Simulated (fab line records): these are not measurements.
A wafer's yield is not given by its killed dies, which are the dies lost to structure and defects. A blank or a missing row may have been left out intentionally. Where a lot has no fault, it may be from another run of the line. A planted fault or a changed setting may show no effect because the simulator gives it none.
fab line records | flow n5Finfet | part 2 of 2: steps 4 to 6 of 6
record lots=20 wafers=60 lastDay=18
route steps=1938 shown BEOL_M2@859
lots untouched by any fault: they come from a run of this same line in which no faults occurred
startH: hours from the record's opening day to when the first of the lot's shown wafers began | waitH: hours elapsed since this lot's preceding step | " identical to the entry in the row above | L1.1+2: a single row standing in for several wafers | - either no value or no given start | * or withheld: withheld | < > ~ a bound
route shown NAME@n: NAME is a module with steps in the file, n the number in the route of the first one | usual: mean/standard deviation of fault-free wafers | same: alike in all rows | chamber/n: place in a boat | sites: readings site by site | _std_site: standard deviation across them | _edge_site: the outer-site mean with the inner-site mean subtracted | radiusMm: for every site, how far away it sits from the centre of the wafer | mask NAME#n: copy n | behind: the last tool/chamber to shape the wafer | hold: why the lot went on hold/how many hours it stayed there/how the hold came to an end | device: the n, p or np transistor that did not switch | end of line: tests run on the same wafers once the route is complete | a step without rows: its recipe alone | killed: dies that structure and defects cost at the first sort, which is not the same as the wafer's yield | map: dies across one wafer; x = killed, . = not, _ = none there
set.NAME: the setting as run; set.NAME@STEP: as run at that earlier step | model.NAME: the simulator's own value behind a step, which no gauge read
one table for each step of the route and one row for each wafer, over a sample of lots
services: the hour from which a tool's chamber was out of use, counted from the record's first day as startH (under 0 if before that day), plus the number of hours and why
## steps
# step N5_BEOL_M2_STRIP_97
# recipe chemistry=N2/H2 timeS=10 powerW=450 tempC=40 pressureMtorr=20 rfFrequencyHz=6e+07 biasPowerW=7 n2FlowSccm=200 h2FlowSccm=200
# usual drypumpMotorCurrentA=5.5/0.43 h2FlowSccm=200.0/0.57 oesProductAu=0.77/0.081 rfVppV=59.3/0.83 showerheadPlenumPTorr=2.55/0.08 throttleValvePct=23.4/0.37
# columns lot.wafer tool chamber startH waitH drypumpMotorCurrentA h2FlowSccm oesProductAu rfHoursCounterH rfVppV showerheadPlenumPTorr throttleValvePct
L074.3 rieDiel-01 2 - - 5.3 198.7 0.86 71 59.4 2.57 23.2
L074.4 " 0 " " 5.2 200.1 0.72 208 58.9 2.60 23.7
L074.5 " 0 " " 5.2 199.4 0.72 - 59.8 2.60 23.7
L076.2 rieDiel-05 1 - - 5.3 200.4 0.86 76 59.2 2.66 23.0
L076.4 " 2 " " 5.1 200.5 0.72 176 60.1 2.63 23.5
L076.5 " 1 " " 5.3 200.3 0.85 - 59.9 2.66 23.0
L075.3 rieDiel-05 2 - - 5.1 199.1 0.72 177 60.0 2.63 23.5
L075.4 " 1 " " 5.3 201.1 0.85 78 59.6 2.66 23.0
L075.6 " 1 " " 5.3 199.9 0.86 - 59.8 2.66 23.0
L078.1 rieDiel-01 2 - - 5.3 200.3 0.84 79 59.5 2.57 23.2
L078.2 " 1 " " 6.1 199.8 0.72 201 57.7 2.43 24.0
L078.4 " 0 " " 5.2 199.6 0.71 217 60.4 2.60 23.8
L081.2 rieDiel-05 1 - - 5.3 199.6 0.84 81 59.8 2.66 23.0
L081.4 " 2 " " 5.1 200.0 0.72 180 59.7 2.63 23.5
L081.6 " 3 " " 5.2 199.7 0.87 - 58.6 2.49 23.4
L079.1 rieDiel-05 0 - - 5.4 199.9 0.68 224 58.6 2.53 23.9
L079.5 " 1 " " 5.3 200.7 0.85 - 60.1 2.66 23.0
L079.6 " 2 " " 5.1 200.2 0.72 - 58.3 2.63 23.5
L080.2 rieDiel-05 3 - - 5.2 200.5 0.87 48 58.4 2.49 23.4
L080.5 " 1 " " 5.3 200.4 0.84 - 58.7 2.66 23.0
L080.6 " 2 " " 5.1 200.8 0.71 - 57.7 2.63 23.5
L083.1 rieDiel-05 0 - - 5.4 200.0 0.68 233 59.9 2.52 23.9
L083.2 " 3 " " 5.2 198.9 0.85 56 59.5 2.48 23.4
L083.5 " 2 " " 5.1 200.3 0.71 - 58.8 2.62 23.5
L082.2 rieDiel-05 3 - - 5.2 199.8 0.86 59 58.7 2.48 23.4
L082.3 " 2 " " 5.1 201.1 0.72 192 60.1 2.62 23.5
L082.4 " 0 " " 5.4 200.5 0.68 235 59.4 2.52 23.9
L084.1 rieDiel-01 1 - - 6.1 199.5 0.71 217 59.5 2.42 24.0
L084.4 " 0 " " 5.2 200.6 0.70 - 61.0 2.59 23.8
L084.5 " 1 " " 6.0 200.2 0.71 - 58.9 2.42 24.0
L085.2 rieDiel-01 0 - - 5.2 199.9 0.70 232 59.7 2.59 23.8
L085.4 " 1 " " 6.1 199.2 0.71 - 59.7 2.42 24.0
L085.5 " 2 " " 5.3 200.7 0.83 - 60.1 2.56 23.2
L086.3 rieDiel-01 2 - - 5.4 200.6 0.83 95 59.2 2.56 23.3
L086.4 " 3 " " 6.6 199.4 0.68 220 60.3 2.59 22.7
L086.5 " 3 " " 6.6 200.6 0.68 - 57.9 2.59 22.8
L088.1 rieDiel-01 3 - - 6.6 200.8 0.68 221 59.8 2.59 22.8
L088.2 " 0 " " 5.2 200.2 0.71 234 59.4 2.59 23.8
L088.3 " 2 " " 5.3 199.9 0.83 96 59.8 2.56 23.2
L089.4 rieDiel-06 0 - - 5.6 200.2 0.76 168 58.0 2.42 23.6
L089.5 " 0 " " 5.6 200.1 0.76 - 59.1 2.42 23.6
L089.6 " 1 " " 5.5 199.7 0.93 - 58.4 2.50 23.5
L091.1 rieDiel-06 2 - - 5.8 199.7 0.82 91 57.7 2.44 23.2
L091.3 " 0 " " 5.5 199.5 0.74 172 59.8 2.42 23.6
L091.6 " 3 " " 5.5 199.7 0.72 - 58.9 2.63 23.5
L092.1 rieDiel-01 1 - - 6.0 199.6 0.70 231 60.5 2.41 24.1
L092.4 " 0 " " 5.2 200.3 0.70 244 59.7 2.59 23.8
L092.5 " 3 " " 6.6 201.0 0.68 - 59.8 2.58 22.8
L093.2 rieDiel-01 2 - - 5.4 200.2 0.83 108 59.1 2.55 23.3
L093.3 " 3 " " 6.6 200.4 0.68 234 59.5 2.58 22.8
L093.6 " 3 " " 6.6 199.6 0.67 - 58.6 2.58 22.8
L097.2 rieDiel-01 3 - - 6.6 199.2 0.67 246 59.7 2.58 22.8
L097.3 " 1 " " 6.0 200.3 0.69 243 59.5 2.41 24.1
L097.5 " 3 " " 6.6 199.3 0.67 - 60.9 2.58 22.8
L094.1 rieDiel-06 0 - - 5.6 199.7 0.75 183 58.0 2.41 23.6
L094.4 " 1 " " 5.6 199.4 0.90 48 59.0 2.49 23.5
L094.5 " 3 " " 5.5 200.4 0.71 - 57.6 2.62 23.5
L096.1 rieDiel-05 3 - - 5.2 199.4 0.81 86 59.6 2.47 23.4
L096.3 " 0 " " 5.4 200.2 0.95 7 58.0 2.51 23.5
L096.6 " 1 " " 5.3 199.9 0.80 - 60.2 2.64 23.0
# step N5_BEOL_M2_ALD_84
# recipe material=TaN targetThkA=* tempC=275 aldPrecursorFamily=PDMAT aldCoReactant=NH3 pressureTorr=3 carrierFlowSccm=1500 pulseTimeS=2 purgeTimeS=3 coReactantPurgeTimeS=2 coReactantPulseTimeS=3 aldCycles=30 precursorVesselTempC=75 precursorVesselPressureTorr=26.25 precursorVesselCarrierSccm=1000
# usual chamberPressureTorr=2.999/0.0067 heaterPowerW=427/34 precursorVesselCarrierSccm=1000.0/3 precursorVesselPressureTorr=26.25/0.052
# same aldCycles=30
# columns lot.wafer tool chamber startH waitH chamberPressureTorr heaterPowerW precursorVesselCarrierSccm precursorVesselPressureTorr
L074.3 aldMetal-02 0 151.11 0.0 2.998 403 999.5 26.20
L074.4 " 1 " " 2.987 415 998.2 26.18
L074.5 " 3 " " 3.000 440 999.4 26.27
L076.2 aldMetal-02 1 164.68 0.0 3.000 410 999.6 26.34
L076.4 " 1 " " 3.007 411 996.2 26.26
L076.5 " 3 " " 3.005 454 997.6 26.29
L075.3 aldMetal-01 1 168.59 0.0 3.004 428 996.4 26.17
L075.4 " 2 " " 3.008 408 999.3 26.21
L075.6 " 0 " " 2.987 442 1000.4 26.32
L078.1 aldMetal-03 1 173.55 0.1 2.997 473 999.1 26.23
L078.2 " 3 " " 2.995 363 997.9 26.25
L078.4 " 0 " " 2.990 477 995.1 26.30
L081.2 aldMetal-02 0 177.73 0.1 2.995 399 996.6 26.24
L081.4 " 3 " " 3.003 449 996.3 26.25
L081.6 " 0 " " 3.004 388 1001.7 26.25
L079.1 aldMetal-02 1 180.54 0.0 2.991 426 996.5 26.26
L079.5 " 2 " " 2.986 412 995.2 26.23
L079.6 " 1 " " 3.000 417 1005.3 26.19
L080.2 aldMetal-03 0 180.88 0.1 2.993 488 997.9 26.24
L080.5 " 2 " " 3.000 488 1002.7 26.21
L080.6 " 3 " " 3.011 362 1006.7 26.20
L083.1 aldMetal-02 2 209.66 0.0 3.005 409 997.7 26.26
L083.2 " 3 " " 2.996 447 1002.8 26.20
L083.5 " 3 " " 3.002 453 995.9 26.28
L082.2 aldMetal-01 2 215.47 0.1 2.998 389 1003.9 26.29
L082.3 " 0 " " 2.993 449 999.0 26.26
L082.4 " 3 " " 3.003 410 1003.9 26.25
L084.1 aldMetal-02 0 217.46 0.1 2.989 405 1005.0 26.25
L084.4 " 3 " " 3.002 449 1004.2 26.14
L084.5 " 3 " " 3.002 450 1001.9 26.21
L085.2 aldMetal-01 0 217.76 0.1 2.995 446 1000.2 26.20
L085.4 " 3 " " 3.001 399 1001.4 26.19
L085.5 " 3 " " 3.006 404 995.6 26.21
L086.3 aldMetal-01 2 220.42 0.0 3.016 396 1000.2 26.25
L086.4 " 1 " " 2.997 423 1003.7 26.30
L086.5 " 0 " " 3.003 454 999.7 26.18
L088.1 aldMetal-01 1 221.90 0.0 2.992 424 995.0 26.24
L088.2 " 2 " " 2.998 393 1001.6 26.26
L088.3 " 0 " " 2.990 445 997.3 26.24
L089.4 aldMetal-01 1 234.62 0.1 2.998 415 999.8 26.22
L089.5 " 1 " " 2.997 426 998.4 26.18
L089.6 " 0 " " 3.004 449 1001.9 26.27
L091.1 aldMetal-01 3 243.53 0.1 3.004 404 1002.1 26.27
L091.3 " 1 " " 3.006 424 997.7 26.19
L091.6 " 3 " " 2.998 412 997.5 26.22
L092.1 aldMetal-03 0 256.57 0.0 3.013 497 996.8 26.24
L092.4 " 2 " " 3.009 496 1001.6 26.26
L092.5 " 1 " " 3.000 473 1005.5 26.22
L093.2 aldMetal-03 0 257.66 0.1 3.003 495 996.0 26.25
L093.3 " 1 " " 3.001 478 1001.9 26.27
L093.6 " 1 " " 2.988 460 1003.5 26.32
L097.2 aldMetal-03 2 285.76 0.0 2.993 484 1005.2 26.28
L097.3 " 1 " " 3.008 472 996.9 26.16
L097.5 " 1 " " 2.995 471 1001.9 26.17
L094.1 aldMetal-01 3 286.12 0.1 3.001 401 999.7 26.23
L094.4 " 1 " " 2.999 408 998.4 26.24
L094.5 " 2 " " 3.002 383 992.6 26.31
L096.1 aldMetal-01 1 289.36 0.0 2.982 408 995.3 26.23
L096.3 " 0 " " 2.991 459 997.4 26.27
L096.6 " 2 " " 3.001 386 999.5 26.19
# step N5_BEOL_M2_SPUTTER_88
# recipe material=Cu targetThkA=45 tempC=-20 chamberPressurePa=0.07 powerW=withheld timeS=8.29
# usual chuckGasFlowSccm=1.26/0.05 throttleValvePct=29.9/0.85
# columns lot.wafer tool chamber startH waitH chuckGasFlowSccm throttleValvePct
L074.3 pvdSputter-01 - 152.65 0.1 1.27 30.2
L074.4 " - " " 1.32 30.0
L074.5 " - " " 1.22 30.3
L076.2 pvdSputter-01 - 167.25 0.1 1.22 30.4
L076.4 " - " " 1.33 30.6
L076.5 " - " " 1.27 30.4
L075.3 pvdSputter-01 - 171.91 0.1 1.32 30.5
L075.4 " - " " 1.25 30.3
L075.6 " - " " 1.25 30.0
L078.1 pvdSputter-03 - 174.87 0.1 1.37 30.8
L078.2 " - " " 1.32 28.6
L078.4 " - " " 1.27 29.4
L081.2 pvdSputter-01 - 179.48 0.1 1.29 30.5
L081.4 " - " " 1.21 31.1
L081.6 " - " " 1.23 31.0
L079.1 pvdSputter-03 - 181.99 0.1 1.22 29.1
L079.5 " - " " 1.28 28.6
L079.6 " - " " 1.29 30.8
L080.2 pvdSputter-03 - 183.99 0.1 1.16 29.4
L080.5 " - " " 1.21 29.2
L080.6 " - " " 1.22 28.7
L083.1 pvdSputter-03 - 211.09 0.1 1.12 28.6
L083.2 " - " " 1.28 29.4
L083.5 " - " " 1.21 29.5
L082.2 pvdSputter-02 - 216.94 0.1 1.17 30.1
L082.3 " - " " 1.28 30.3
L082.4 " - " " 1.27 30.6
L084.1 pvdSputter-03 - 218.96 0.1 1.26 28.3
L084.4 " - " " 1.26 29.2
L084.5 " - " " 1.28 31.1
L085.2 pvdSputter-02 - 220.70 0.1 1.29 30.9
L085.4 " - " " 1.30 30.0
L085.5 " - " " 1.20 28.4
L086.3 pvdSputter-03 - 222.12 0.1 1.24 29.3
L086.4 " - " " 1.22 30.7
L086.5 " - " " 1.20 29.1
L088.1 pvdSputter-03 - 223.96 0.1 1.21 28.9
L088.2 " - " " 1.30 29.1
L088.3 " - " " 1.27 30.8
L089.4 pvdSputter-02 - 235.96 0.1 1.23 30.9
L089.5 " - " " 1.30 28.1
L089.6 " - " " 1.21 30.8
L091.1 pvdSputter-03 - 246.33 0.1 1.32 28.5
L091.3 " - " " 1.31 29.3
L091.6 " - " " 1.29 29.4
L092.1 pvdSputter-03 - 258.07 0.1 1.33 29.5
L092.4 " - " " 1.24 28.8
L092.5 " - " " 1.24 29.5
L093.2 pvdSputter-02 - 259.43 0.1 1.31 29.8
L093.3 " - " " 1.21 30.5
L093.6 " - " " 1.27 29.8
L097.2 pvdSputter-01 - 287.20 0.1 1.26 30.5
L097.3 " - " " 1.19 30.3
L097.5 " - " " 1.25 30.6
L094.1 pvdSputter-03 - 288.22 0.1 1.29 28.6
L094.4 " - " " 1.33 29.2
L094.5 " - " " 1.28 30.6
L096.1 pvdSputter-01 - 290.82 0.1 1.20 30.2
L096.3 " - " " 1.22 31.2
L096.6 " - " " 1.18 30.1
## services
# columns tool chamber startH hours kind
rieDiel-01 0 116.87 1.2 repair
pvdSputter-01 - 118.61 0.7 repair
pvdSputter-03 - 125.88 24.5 repair
aldMetal-03 - 135.51 2.8 pm
aldMetal-02 2 141.89 38.2 repair
pvdSputter-02 - 144.92 10.0 repair
aldMetal-01 3 157.89 17.9 repair
aldMetal-03 2 160.12 13.2 repair
aldMetal-02 - 198.08 8.7 pm
rieDiel-01 2 225.67 2.5 repair
rieDiel-01 0 230.15 3.8 repair
aldMetal-03 3 235.15 25.2 repair
aldMetal-02 - 248.20 1.2 pm
rieDiel-05 0 251.23 - clean
rieDiel-05 0 251.23 - consumableReplace:focusRing
rieDiel-05 0 251.23 17.4 scheduledDown
rieDiel-06 0 251.86 12.1 repair
rieDiel-06 3 267.73 5.6 repair
rieDiel-01 0 273.91 - clean
rieDiel-01 0 273.91 - consumableReplace:esc
rieDiel-01 0 273.91 - consumableReplace:focusRing
rieDiel-01 0 273.91 29.4 scheduledDown
rieDiel-01 0 273.91 29.4 ventCycle
rieDiel-01 2 274.40 6.1 repair
